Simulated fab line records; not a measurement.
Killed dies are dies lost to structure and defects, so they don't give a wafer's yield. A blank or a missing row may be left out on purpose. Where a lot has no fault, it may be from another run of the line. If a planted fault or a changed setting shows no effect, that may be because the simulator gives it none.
Matching of chambers | flow nandHarc | NHARC_A_M0_PRE_CLEAN_31 on pecvd-04 has 3 sister chambers
The step time 12 s. 6 wafers are shown with their chamber, then 8 later ones without.

## EACH WAFER AND ITS CHAMBER
wafer  | chamber | heaterPowerW (W)
L082.4 | 1       | 571
L082.5 | 2       | 558
L084.1 | 2       | 497
L084.2 | 1       | 583
L084.4 | 0       | 590
L086.1 | 0       | 504

## WAFERS WHOSE CHAMBER IS MISSING
wafer  | heaterPowerW (W)
L086.2 | 553
L086.6 | 546
L091.2 | 680
L091.4 | 684
L091.6 | 490
L096.4 | 550
L096.5 | 578
L096.6 | 612

## THE CHAMBER EACH PASSED THROUGH
wafer  | from the rows above          | in truth
L086.2 | can't be placed: 0 or 1 or 2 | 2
L086.6 | can't be placed: 0 or 2 or 1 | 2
L091.2 | can't be placed: 1 or 0 or 2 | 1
L091.4 | can't be placed: 1 or 0 or 2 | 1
L091.6 | can't be placed: 2 or 0 or 1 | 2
L096.4 | can't be placed: 0 or 2 or 1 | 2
L096.5 | can't be placed: 1 or 0 or 2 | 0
L096.6 | can't be placed: 1 or 0 or 2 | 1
Placed correctly: 0 of 8. Can't be placed from these rows: 8 (the true chamber is among the candidates in 8). 0 placed wrongly.
How it was worked out, from the rows above alone: a wafer's distance from a chamber is the root of the sum, over the readings, of the square of ((its reading less the chamber's mean) divided by the reading's scatter). If the next closest chamber is less than 2 further off than the closest, the wafer can't be placed; otherwise it belongs to the closest. A chamber's mean is the mean of its shown wafers. The scatter: take each reading less its chamber's mean, square it, sum over the shown wafers, divide by the number of wafers less the number of chambers, and take the root.
